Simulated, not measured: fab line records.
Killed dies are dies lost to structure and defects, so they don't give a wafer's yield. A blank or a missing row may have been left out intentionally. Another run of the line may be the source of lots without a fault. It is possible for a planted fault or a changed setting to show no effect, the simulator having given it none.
fab line records	flow n5-finfet
record: lots: 5	wafers: 14	last-day: 17
route steps=1938 shown MOL_CONTACT_COAG@523 BEOL_M4@1111
lots untouched by any fault: they come from a run of this same line in which no faults occurred
start-h: start of the lot's first displayed wafer, in hours after the record's first day	wait-h: how many hours have passed since the lot's step before this one	" identical to the entry in the row above	L1.1+2: several wafers, shown together as one row	- either no value or no given start	* or withheld: withheld	< > ~ a bound
route shown NAME@n: names a module that has steps shown in the file, with the first one's number in the route	usual: average and standard deviation across the fault-free wafers	same: alike in all rows	chamber/n: place in a boat	sites: per-site readings	_std_site: the standard deviation of these	_edge_site: mean of outer sites minus mean of inner sites	radius-mm: for every site, how far away it sits from the centre of the wafer	mask NAME#n: copy n	behind: the tool/chamber that last shaped the wafer	hold: the reason the lot was held/the length of the hold in hours/how it ended	device: transistor that didn't switch, given as n, p or np	end of line: the tests these same wafers got at the end of their route	for a step that has no rows: nothing shown but its recipe	killed: dies lost to structure and defects at the first sort, not the wafer's yield	map: the dies of a wafer, with x for killed, . for not killed, _ for no die there
set.NAME: the setting as run; set.NAME@STEP: as run at that earlier step	model.NAME: the simulator's own value behind a step, which no gauge read
lots seen at some steps along the route; tables by step, rows by wafer
services: the hour from which a tool's chamber was out of use, counted from the record's first day as start-h (under 0 if before that day), plus the number of hours and why
== steps ==
step: N5_MOL_CONTACT_COAG_EXPOSE_05
recipe: mask-id: CA	na: 0.33	source-shape: annular	sigma-inner: 0.4	sigma-outer: 0.8	polarization: unpolarized	defocus-nm: 0	dose-mj: 38.25
step: N5_MOL_CONTACT_COAG_PEB_06
recipe: peb-temp-c: 100	peb-time-s: 60	resist: CAR-EUV
step: N5_MOL_CONTACT_COAG_DEVELOP_07
recipe: develop-time-s: 30	developer: TMAH	resist: CAR-EUV	rinse-liquid: surfactant-rinse	dry: air-spin	dev-temp-c: 23
step: N5_MOL_CONTACT_COAG_CD_MEAS_08
recipe: target-cd-nm: 28	landing-energy-ev: 500	detector: se-inlens	polarity: opening
usual: cd-nm: 27.96/0.26
lot.wafer	tool	chamber	start-h	wait-h	cd-nm
L299.3	cd-sem-01	0	113.08	-	28.17
L299.4	"	0	"	"	27.48
L299.6	"	0	"	"	27.71
L302.1	cd-sem-01	0	129.29	-	28.23
L302.6	"	0	"	"	28.39
L307.1	cd-sem-01	0	161.92	-	28.17
L307.3	"	0	"	"	28.18
L307.5	"	0	"	"	28.46
L312.3	cd-sem-02	0	191.53	-	27.81
L312.5	"	0	"	"	27.93
L312.6	"	0	"	"	28.18
L316.1	cd-sem-01	0	214.72	-	28.23
L316.2	"	0	"	"	28.52
L316.5	"	0	"	"	27.88
step: N5_MOL_CONTACT_COAG_OVL_MEAS_09
recipe: points-per-wafer: 522
usual: CA_OVL: 0.1/0.64
lot.wafer	tool	chamber	start-h	wait-h	CA_OVL[nm]
L299.3	overlay-02	0	113.12	0.0	0.1
L299.4	"	0	"	"	0.5
L299.6	"	0	"	"	-0.1
L302.1	overlay-01	0	129.32	0.0	0.0
L302.6	"	0	"	"	-0.4
L307.1	overlay-01	0	161.95	0.0	-0.9
L307.3	"	0	"	"	-0.5
L307.5	"	0	"	"	-0.2
L312.3	overlay-02	0	191.57	0.0	-0.3
L312.5	"	0	"	"	-0.8
L312.6	"	0	"	"	-0.4
L316.1	overlay-02	0	214.75	0.0	-0.1
L316.2	"	0	"	"	-1.4
L316.5	"	0	"	"	-0.4
step: N5_MOL_CONTACT_COAG_INSPECT_10
recipe: mode: adi	inspect-instrument: brightfield
usual: raw-defect-count: 67/24
lot.wafer	tool	chamber	start-h	wait-h	raw-defect-count
L299.3	defect-inspect-01	-	113.17	0.0	62
L299.4	"	-	"	"	62
L299.6	"	-	"	"	36
L302.1	defect-inspect-01	-	129.38	0.1	60
L302.6	"	-	"	"	66
L307.1	defect-inspect-02	-	162.01	0.1	75
L307.3	"	-	"	"	92
L307.5	"	-	"	"	111
L312.3	defect-inspect-01	-	191.62	0.0	109
L312.5	"	-	"	"	57
L312.6	"	-	"	"	53
L316.1	defect-inspect-02	-	214.81	0.1	181
L316.2	"	-	"	"	95
L316.5	"	-	"	"	89
step: N5_MOL_CONTACT_COAG_DESCUM_13
recipe: chemistry: O2	time-s: 7	source-power-w: 50	bias-power-w: 20	pressure-mtorr: 20	rf-frequency-hz: 2.712e+07	temp-c: 40	resist: CAR-EUV	o2-flow-sccm: 225
usual: drypump-motor-current-A: 5.7/0.45	oes-product-au: 0.85/0.084	rf-vpp-V: 243.7/1.2	showerhead-plenum-p-Torr: 2.13/0.069	throttle-valve-pct: 20.36/0.24
lot.wafer	tool	chamber	start-h	wait-h	drypump-motor-current-A	oes-product-au	rf-hours-counter-h	rf-vpp-V	showerhead-plenum-p-Torr	throttle-valve-pct
L299.3	rie-diel-03	0	113.20	0.0	6.1	0.85	74	243.3	2.10	20.60
L299.4	"	2	"	"	5.5	0.93	-	244.8	2.23	20.54
L299.6	"	0	"	"	6.2	0.85	-	244.8	2.10	20.56
L302.1	rie-diel-02	0	129.63	0.3	6.4	0.99	8	243.0	2.04	20.53
L302.6	"	3	"	"	4.9	0.84	-	242.9	2.13	20.11
L307.1	rie-diel-03	1	162.27	0.3	5.6	0.92	14	244.9	2.26	20.37
L307.3	"	3	"	"	5.7	0.85	49	244.0	2.14	20.30
L307.5	"	0	"	"	6.2	0.83	-	245.7	2.10	20.62
L312.3	rie-diel-02	2	192.19	0.6	5.6	0.67	248	243.1	2.07	20.62
L312.5	"	0	"	"	6.4	0.93	-	242.1	2.04	20.57
L312.6	"	3	"	"	4.9	0.80	-	243.4	2.13	20.13
L316.1	rie-diel-03	3	214.85	0.0	5.6	0.83	66	242.1	2.13	20.35
L316.2	"	1	"	"	5.7	0.90	26	245.2	2.25	20.41
L316.5	"	0	"	"	6.1	0.80	-	244.3	2.09	20.65
step: N5_MOL_CONTACT_COAG_ETCH_59
recipe: chemistry: N2/H2	target: underlayer	target-depth-a: 130	mask-material: CAR-EUV	time-s: 10.4	ion-energy-ev: 200	pressure-mtorr: 30	source-w: 840	bias-w: 150	n2-flow-sccm: 200	h2-flow-sccm: 200	ends: cleared
usual: bias-w: 150.0/0.44	drypump-motor-current-A: 5.7/0.44	etch-rf-on-time-s: 10.25/0.21	oes-product-au: 0.73/0.07	rf-vpp-V: 525.2/2.3	showerhead-plenum-p-Torr: 2.59/0.086	throttle-valve-pct: 17.81/0.28
lot.wafer	tool	chamber	start-h	wait-h	bias-w	drypump-motor-current-A	etch-rf-on-time-s	oes-product-au	rf-hours-counter-h	rf-vpp-V	showerhead-plenum-p-Torr	throttle-valve-pct
L299.3	rie-diel-03	0	113.24	0.0	149.1	6.1	10.60	0.71	74	523.6	2.57	18.16
L299.4	"	2	"	"	149.9	5.5	10.05	0.81	-	525.4	2.72	18.10
L299.6	"	0	"	"	149.8	6.1	10.43	0.72	-	525.1	2.57	18.18
L302.1	rie-diel-02	0	129.66	0.0	150.2	6.4	10.12	0.83	8	523.4	2.50	18.03
L302.6	"	3	"	"	149.9	4.9	10.21	0.71	-	524.8	2.59	17.52
L307.1	rie-diel-03	1	162.31	0.0	149.7	5.6	10.03	0.80	14	527.1	2.70	17.48
L307.3	"	3	"	"	150.2	5.7	10.12	0.74	49	524.8	2.59	17.74
L307.5	"	0	"	"	150.0	6.1	10.49	0.70	-	524.7	2.56	18.21
L312.3	rie-diel-02	2	192.23	0.0	149.9	5.6	10.29	0.58	248	523.3	2.49	18.01
L312.5	"	0	"	"	150.4	6.5	9.98	0.79	-	522.3	2.49	18.07
L312.6	"	3	"	"	149.8	4.9	10.41	0.70	-	523.5	2.58	17.55
L316.1	rie-diel-03	3	214.88	0.0	149.6	5.7	10.24	0.71	66	526.5	2.58	17.78
L316.2	"	1	"	"	150.2	5.7	10.10	0.77	26	527.9	2.69	17.49
L316.5	"	0	"	"	150.6	6.1	10.61	0.68	-	524.2	2.56	18.25
step: N5_MOL_CONTACT_COAG_ETCH_105
recipe: chemistry: CF4	target: SiARC	target-depth-a: 156	mask-material: CAR-EUV	time-s: 26	ion-energy-ev: 80	pressure-mtorr: 40	source-w: 545	bias-w: 36	Ar_flow_sccm: 100	cf4-flow-sccm: 100	ends: cleared
usual: bias-w: 36.00/0.12	drypump-motor-current-A: 5.7/0.44	etch-rf-on-time-s: 25.6/0.57	mfc-ar-sccm: 99.97/0.28	oes-product-au: 0.73/0.07	rf-vpp-V: 184.5/1.1	showerhead-plenum-p-Torr: 2.18/0.061	throttle-valve-pct: 15.48/0.27
lot.wafer	tool	chamber	start-h	wait-h	bias-w	drypump-motor-current-A	etch-rf-on-time-s	mfc-ar-sccm	oes-product-au	rf-hours-counter-h	rf-vpp-V	showerhead-plenum-p-Torr	throttle-valve-pct
L299.3	rie-diel-03	0	113.26	0.0	36.11	6.2	26.8	100.30	0.71	74	185.5	2.16	15.81
L299.4	"	2	"	"	35.93	5.5	25.2	99.94	0.82	-	186.0	2.27	15.62
L299.6	"	0	"	"	36.11	6.2	26.8	100.22	0.71	-	184.4	2.16	15.82
L302.1	rie-diel-02	0	129.68	0.0	35.85	6.4	24.9	100.19	0.85	8	184.2	2.12	15.75
L302.6	"	3	"	"	35.70	4.9	25.8	99.82	0.71	-	184.5	2.17	15.22
L307.1	rie-diel-03	1	162.33	0.0	36.09	5.6	25.0	100.51	0.81	14	185.3	2.27	15.40
L307.3	"	3	"	"	36.19	5.6	26.0	100.05	0.73	49	185.3	2.17	15.31
L307.5	"	0	"	"	36.02	6.1	26.5	100.26	0.70	-	184.0	2.16	15.84
L312.3	rie-diel-02	2	192.25	0.0	36.03	5.6	25.6	99.64	0.58	248	183.5	2.10	15.73
L312.5	"	0	"	"	36.00	6.4	25.2	99.81	0.79	-	183.6	2.12	15.78
L312.6	"	3	"	"	35.82	4.9	25.7	99.86	0.70	-	184.2	2.17	15.28
L316.1	rie-diel-03	3	214.90	0.0	36.01	5.6	25.9	100.43	0.71	66	184.0	2.16	15.35
L316.2	"	1	"	"	36.01	5.7	24.9	99.96	0.77	26	185.4	2.26	15.43
L316.5	"	0	"	"	35.82	6.1	26.3	99.35	0.69	-	183.6	2.15	15.88
step: N5_MOL_CONTACT_COAG_ETCH_106
recipe: chemistry: N2/H2	target: SOC	target-depth-a: 800	overetch-a: 160	mask-material: SiARC	temp-c: 40	time-s: 120	ion-energy-ev: 200	pressure-mtorr: 30	source-w: 840	bias-w: 150	n2-flow-sccm: 200	h2-flow-sccm: 200
usual: bias-w: 149.9/0.48	drypump-motor-current-A: 5.7/0.44	oes-product-au: 0.76/0.068	rf-vpp-V: 525.1/2.4	showerhead-plenum-p-Torr: 2.59/0.086	throttle-valve-pct: 17.78/0.28
lot.wafer	tool	chamber	start-h	wait-h	bias-w	drypump-motor-current-A	oes-product-au	rf-hours-counter-h	rf-vpp-V	showerhead-plenum-p-Torr	throttle-valve-pct
L299.3	rie-diel-03	0	113.29	0.0	150.1	6.2	0.75	74	525.2	2.57	18.17
L299.4	"	2	"	"	149.9	5.5	0.83	-	526.8	2.72	18.09
L299.6	"	0	"	"	149.6	6.2	0.76	-	525.2	2.57	18.17
L302.1	rie-diel-02	0	129.71	0.0	150.1	6.5	0.86	8	522.0	2.50	18.01
L302.6	"	3	"	"	149.8	4.9	0.75	-	525.5	2.59	17.49
L307.1	rie-diel-03	1	162.36	0.0	150.1	5.7	0.82	14	528.1	2.70	17.45
L307.3	"	3	"	"	149.9	5.6	0.76	49	525.2	2.59	17.73
L307.5	"	0	"	"	149.8	6.1	0.75	-	524.5	2.56	18.19
L312.3	rie-diel-02	2	192.27	0.0	149.3	5.6	0.61	248	521.4	2.49	17.99
L312.5	"	0	"	"	150.1	6.5	0.82	-	522.7	2.49	18.04
L312.6	"	3	"	"	150.3	4.9	0.72	-	523.8	2.58	17.54
L316.1	rie-diel-03	3	214.93	0.0	149.9	5.7	0.75	66	524.9	2.58	17.75
L316.2	"	1	"	"	149.7	5.7	0.80	26	528.7	2.69	17.47
L316.5	"	0	"	"	149.4	6.2	0.73	-	524.6	2.56	18.22
step: N5_MOL_CONTACT_COAG_STRIP_107
recipe: chemistry: N2/H2	temp-c: 40	n2-flow-sccm: 200	h2-flow-sccm: 200	rf-frequency-hz: 6e+07
step: N5_MOL_CONTACT_COAG_STRIP_108
recipe: chemistry: N2/H2	temp-c: 40	n2-flow-sccm: 200	h2-flow-sccm: 200	rf-frequency-hz: 6e+07
step: N5_MOL_CONTACT_COAG_CONTACT_ETCH_14
recipe: chemistry: C4F6/O2	target: SiO2	target-depth-a: 275	overetch-a: 85	mask-material: SOC	pressure-mtorr: 30	source-w: 370	bias-w: 185	Ar_flow_sccm: 300	C4F6_flow_sccm: 16	O2_flow_sccm: 10	time-s: 20	ion-energy-ev: 259.6
usual: bias-w: 185.0/0.57	drypump-motor-current-A: 5.7/0.44	mfc-ar-sccm: 299.9/0.91	oes-product-au: 0.72/0.065	rf-vpp-V: 694.5/3	showerhead-plenum-p-Torr: 2.93/0.08	throttle-valve-pct: 21.19/0.3
lot.wafer	tool	chamber	start-h	wait-h	bias-w	drypump-motor-current-A	mfc-ar-sccm	oes-product-au	rf-hours-counter-h	rf-vpp-V	showerhead-plenum-p-Torr	throttle-valve-pct	model.SOC_of_MOL_CONTACT_COAG_COAT_103.thk-nm
L299.3	rie-diel-03	0	113.39	0.0	185.8	6.1	300.5	0.72	74	694.0	2.93	21.65	78
L299.4	"	2	"	"	184.7	5.5	299.8	0.79	-	699.2	3.04	21.34	78.2
L299.6	"	0	"	"	184.3	6.1	298.4	0.72	-	694.7	2.93	21.66	78.2
L302.1	rie-diel-02	0	129.81	0.0	185.1	6.5	300.3	0.82	8	692.6	2.85	21.53	78.8
L302.6	"	3	"	"	185.2	4.9	300.5	0.71	-	694.6	2.93	20.92	79
L307.1	rie-diel-03	1	162.46	0.0	184.7	5.6	299.8	0.78	14	700.1	3.03	20.96	78.4
L307.3	"	3	"	"	185.4	5.6	300.3	0.73	49	693.4	2.92	21.05	78.2
L307.5	"	0	"	"	185.0	6.1	300.1	0.70	-	692.7	2.92	21.66	78.6
L312.3	rie-diel-02	2	192.37	0.0	184.8	5.6	300.5	0.57	248	691.9	2.83	21.39	78.4
L312.5	"	0	"	"	184.5	6.4	300.1	0.78	-	690.2	2.84	21.55	78.6
L312.6	"	3	"	"	184.9	4.9	300.0	0.69	-	693.6	2.92	20.96	77.6
L316.1	rie-diel-03	3	215.03	0.0	184.3	5.6	299.2	0.70	66	693.0	2.92	21.10	78.6
L316.2	"	1	"	"	185.7	5.7	300.2	0.75	26	698.6	3.02	20.96	78.6
L316.5	"	0	"	"	184.6	6.2	299.5	0.69	-	694.6	2.91	21.72	78.6
step: N5_MOL_CONTACT_COAG_STRIP_109
recipe: chemistry: C4F6/O2	resist: SiARC	rf-frequency-hz: 6e+07
step: N5_MOL_CONTACT_COAG_ETCH_15
recipe: chemistry: CH3F/O2	target: SiNx	target-depth-a: 70	mask-material: SOC	stop-on: Si:P	over-etch-frac: 0.75	ion-energy-ev: 120	pressure-mtorr: 30	source-w: 395	bias-w: 73	Ar_flow_sccm: 150	CH3F_flow_sccm: 30	O2_flow_sccm: 20
step: N5_MOL_CONTACT_COAG_ETCH_110
recipe: chemistry: CF4/O2	target: Si	target-depth-a: 25	time-s: 8	pressure-mtorr: 100	source-w: 200	bias-w: 12	ion-energy-ev: 60	Ar_flow_sccm: 100	cf4-flow-sccm: 100	O2_flow_sccm: 10
usual: bias-w: 12.01/0.035	drypump-motor-current-A: 5.7/0.44	mfc-ar-sccm: 99.97/0.26	oes-product-au: 0.85/0.082	rf-vpp-V: 128/3.5	showerhead-plenum-p-Torr: 2.26/0.062	throttle-valve-pct: 10.58/0.27
lot.wafer	tool	chamber	start-h	wait-h	bias-w	drypump-motor-current-A	mfc-ar-sccm	oes-product-au	rf-hours-counter-h	rf-vpp-V	showerhead-plenum-p-Torr	throttle-valve-pct	model.SOC_of_MOL_CONTACT_COAG_COAT_103.thk-nm
L299.3	rie-diel-03	0	113.48	0.0	11.98	6.2	100.01	0.84	74	126	2.25	10.85	73.4
L299.4	"	2	"	"	12.04	5.5	100.07	0.95	-	125	2.35	10.61	73.2
L299.6	"	0	"	"	12.03	6.1	99.70	0.84	-	126	2.25	10.84	73.4
L302.1	rie-diel-02	0	129.91	0.0	12.02	6.4	99.50	0.98	8	127	2.20	10.68	73.8
L302.6	"	3	"	"	11.99	4.9	100.07	0.83	-	127	2.26	10.36	74
L307.1	rie-diel-03	1	162.55	0.0	11.99	5.6	99.77	0.94	14	123	2.36	10.46	73.4
L307.3	"	3	"	"	12.00	5.6	99.72	0.85	49	135	2.25	10.40	73.4
L307.5	"	0	"	"	12.01	6.1	100.41	0.82	-	127	2.24	10.90	73.8
L312.3	rie-diel-02	2	192.47	0.0	12.00	5.6	99.68	0.68	248	128	2.18	10.99	73.6
L312.5	"	0	"	"	12.00	6.4	100.13	0.93	-	128	2.20	10.76	73.8
L312.6	"	3	"	"	12.02	4.9	100.23	0.82	-	126	2.25	10.42	72.8
L316.1	rie-diel-03	3	215.12	0.0	12.03	5.6	99.90	0.83	66	135	2.25	10.45	73.8
L316.2	"	1	"	"	11.98	5.7	100.34	0.91	26	124	2.35	10.50	73.6
L316.5	"	0	"	"	11.99	6.2	100.06	0.80	-	127	2.23	10.96	73.8
step: N5_MOL_CONTACT_COAG_STRIP_98
recipe: chemistry: N2/H2	power-w: 500	temp-c: 40	pressure-mtorr: 50	rf-frequency-hz: 6e+07	overash-fraction: 0.3	bias-power-w: 8	h2-frac: 0.5	n2-flow-sccm: 300	h2-flow-sccm: 300
usual: drypump-motor-current-A: 5.7/0.45	oes-product-au: 0.85/0.085	rf-vpp-V: 54.3/1.3	showerhead-plenum-p-Torr: 3.42/0.11	throttle-valve-pct: 19.0/0.41
lot.wafer	tool	chamber	start-h	wait-h	drypump-motor-current-A	oes-product-au	rf-hours-counter-h	rf-vpp-V	showerhead-plenum-p-Torr	throttle-valve-pct
L299.3	rie-diel-03	0	113.53	0.0	6.1	0.86	74	53.3	3.40	19.6
L299.4	"	2	"	"	5.5	0.93	-	53.7	3.59	19.6
L299.6	"	0	"	"	6.1	0.85	-	52.2	3.40	19.6
L302.1	rie-diel-02	0	129.96	0.0	6.4	1.00	8	53.9	3.31	19.3
L302.6	"	3	"	"	4.9	0.83	-	55.0	3.41	18.7
L307.1	rie-diel-03	1	162.60	0.0	5.6	0.94	14	52.7	3.55	18.3
L307.3	"	3	"	"	5.7	0.86	49	53.5	3.42	19.0
L307.5	"	0	"	"	6.2	0.84	-	53.7	3.39	19.6
L312.3	rie-diel-02	2	192.52	0.0	5.6	0.67	248	50.8	3.29	19.2
L312.5	"	0	"	"	6.5	0.95	-	54.0	3.29	19.3
L312.6	"	3	"	"	4.9	0.79	-	54.8	3.40	18.7
L316.1	rie-diel-03	3	215.17	0.0	5.6	0.83	66	55.4	3.41	19.0
L316.2	"	1	"	"	5.7	0.90	26	57.3	3.55	18.3
L316.5	"	0	"	"	6.1	0.82	-	52.9	3.38	19.7
step: N5_BEOL_M4_RC_MEAS_101
usual: DIBL_N: 36.3/1.6	DIBL_P: 36.2/2	IOFF_N: 0.160/0.028	IOFF_P: 0.21/0.036	ION_N: 677/11	ION_P: 465/6.9	SS_N: 71.5/0.55	SS_P: 73.3/0.64	VT_N: 250/3	VT_P: -250/3.5
lot.wafer	tool	chamber	start-h	wait-h	DIBL_N[mV/V]	DIBL_P[mV/V]	IOFF_N[nA/um]	IOFF_P[nA/um]	ION_N[uA/um]	ION_P[uA/um]	SS_N[mV/dec]	SS_P[mV/dec]	VT_N[mV]	VT_P[mV]
L299.3	prober-01	0	200.47	0.3	34.3	35.0	0.133	0.18	672	462	70.8	72.0	251	-255
L299.4	"	0	"	"	36.3	37.6	0.171	0.21	676	466	71.5	73.9	249	-252
L299.6	"	0	"	"	34.3	34.3	0.136	0.18	688	469	70.8	73.1	249	-252
L302.1	prober-01	0	209.38	0.0	34.4	35.6	0.137	0.18	665	458	71.1	73.2	252	-253
L302.6	"	0	"	"	34.7	35.1	0.145	0.18	668	458	71.2	72.6	249	-251
L307.1	prober-02	0	240.26	0.0	35.6	33.1	0.130	0.17	673	462	71.7	73.1	254	-255
L307.3	"	0	"	"	36.5	33.7	0.143	0.18	667	455	72.3	73.3	252	-254
L307.5	"	0	"	"	37.0	34.1	0.132	0.18	665	459	72.1	73.2	255	-254
L312.3	prober-02	0	277.06	0.3	36.4	37.5	0.163	0.22	686	468	71.4	73.2	249	-251
L312.5	"	0	"	"	33.8	33.3	0.114	0.17	658	459	70.8	72.3	256	-254
L312.6	"	0	"	"	34.0	35.1	0.117	0.18	658	459	71.4	73.5	253	-255
L316.1	prober-02	0	300.11	0.0	33.7	34.0	0.133	0.18	688	476	71.1	72.9	251	-252
L316.2	"	0	"	"	36.8	37.3	0.173	0.23	677	471	71.3	73.4	249	-247
L316.5	"	0	"	"	34.8	35.1	0.150	0.20	670	464	71.4	73.5	250	-247
== services ==
tool	chamber	start-h	hours	kind
rie-diel-03	1	96.15	-	clean
rie-diel-03	1	96.15	-	consumable-replace:focus-ring
rie-diel-03	1	96.15	-	consumable-replace:showerhead
rie-diel-03	1	96.15	24.7	scheduled-down
rie-diel-03	1	96.15	24.7	vent-cycle
rie-diel-02	2	177.14	9.3	repair
rie-diel-02	1	178.63	14.1	repair
rie-diel-03	1	186.86	6.5	repair
rie-diel-02	1	193.11	-	clean
rie-diel-02	1	193.11	-	consumable-replace:focus-ring
rie-diel-02	1	193.11	25.0	scheduled-down
rie-diel-02	1	193.11	25.0	vent-cycle
rie-diel-03	1	202.38	5.7	repair
rie-diel-03	-	207.12	0.4	repair
== key ==
first-sign none at tools or gauges
model-effect: step: N5_MOL_CONTACT_COAG_CONTACT_ETCH_14	value: SOC_of_MOL_CONTACT_COAG_COAT_103.thk-nm	without: 78.4	struck: 77.6
model-effect: step: N5_MOL_CONTACT_COAG_ETCH_110	value: SOC_of_MOL_CONTACT_COAG_COAT_103.thk-nm	without: 73.6	struck: 72.8
met-at N5_MOL_CONTACT_COAG_CONTACT_ETCH_14
struck-wafers L312.6
onset-between 129.81 192.37
fault: kind: process-parameter-drift	tool: rie-diel-02	chamber: -	onset-h: 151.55	steps: N5_MOL_CONTACT_COAG_CONTACT_ETCH_14	channel: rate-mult	offset: 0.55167	shape: step	end-h: 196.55	scope: struck-wafers-only
